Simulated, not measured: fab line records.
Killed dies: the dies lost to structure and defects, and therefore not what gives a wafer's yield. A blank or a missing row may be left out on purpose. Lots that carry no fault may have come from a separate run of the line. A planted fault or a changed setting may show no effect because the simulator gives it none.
Chamber matching | flow nand harc | rie si-05 running NHARC_A_WL_FILL_ETCHBACK_26: 4 sister chambers
The step etches the open film in HBr, target depth 52 nm, time 13.3 s. 14 wafers are shown with their chamber, then 7 later ones without.

== WAFERS PAIRED WITH THEIR CHAMBERS ==
wafer  | chamber | bias w (W) | oes product au (a.u.) | throttle valve pct (%)
L531.1 | 2       | 59.99      | 1.010                 | 23.269
L531.2 | 3       | 59.67      | 0.997                 | 23.258
L531.3 | 0       | 60.19      | 1.005                 | 23.267
L532.1 | 3       | 60.07      | 1.003                 | 23.275
L532.2 | 0       | 60.01      | 1.007                 | 23.266
L532.3 | 1       | 60.00      | 1.001                 | 23.253
L534.1 | 0       | 59.82      | 1.008                 | 23.256
L534.3 | 1       | 60.20      | 1.006                 | 23.276
L534.5 | 1       | 59.94      | 0.997                 | 23.289
L535.1 | 1       | 60.11      | 1.003                 | 23.266
L535.2 | 0       | 60.12      | 0.995                 | 23.275
L535.3 | 2       | 59.82      | 0.997                 | 23.274
L537.2 | 0       | 59.67      | 1.006                 | 23.275
L537.3 | 3       | 60.01      | 0.999                 | 23.269

SIGNATURES (means of the wafers above)
reading            | chamber 0 | chamber 1 | chamber 2 | chamber 3 | scatter within a chamber
bias w             | 59.9620   | 60.0625   | 59.9050   | 59.9167   | 0.182
oes product au     | 1.00420   | 1.00175   | 1.00350   | 0.99967   | 0.00507
throttle valve pct | 23.26780  | 23.27100  | 23.27150  | 23.26733  | 0.0105
Rule: distance of a wafer from a chamber = root of the sum over the readings of ((wafer's reading minus chamber's mean) / reading's scatter) squared. If the next closest chamber is less than 2 further off than the closest, the wafer can't be placed; otherwise it belongs to the closest. The scatter: take each reading less its chamber's mean, square it, sum over the shown wafers, divide by the number of wafers less the number of chambers, and take the root.

== WAFERS WHOSE CHAMBER IS MISSING ==
wafer  | bias w (W) | oes product au (a.u.) | throttle valve pct (%)
L537.6 | 59.88      | 1.007                 | 23.274
L539.1 | 59.89      | 0.988                 | 23.267
L539.2 | 60.02      | 1.001                 | 23.266
L539.5 | 59.97      | 1.003                 | 23.250
L547.1 | 59.85      | 0.994                 | 23.272
L547.3 | 60.38      | 0.996                 | 23.267
L547.6 | 60.20      | 0.999                 | 23.266

== THE CHAMBER EACH PASSED THROUGH ==
wafer  | from the rows above               | in truth
L537.6 | can't be placed: 2 or 0 or 1 or 3 | 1
L539.1 | can't be placed: 3 or 1 or 2 or 0 | 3
L539.2 | can't be placed: 1 or 3 or 0 or 2 | 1
L539.5 | can't be placed: 0 or 3 or 1 or 2 | 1
L547.1 | can't be placed: 3 or 2 or 1 or 0 | 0
L547.3 | can't be placed: 1 or 3 or 0 or 2 | 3
L547.6 | can't be placed: 1 or 3 or 0 or 2 | 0
Placed correctly: 0 of 7. Not placeable from these rows: 7 (in 7, the candidates include the true chamber). Number placed wrongly: 0.
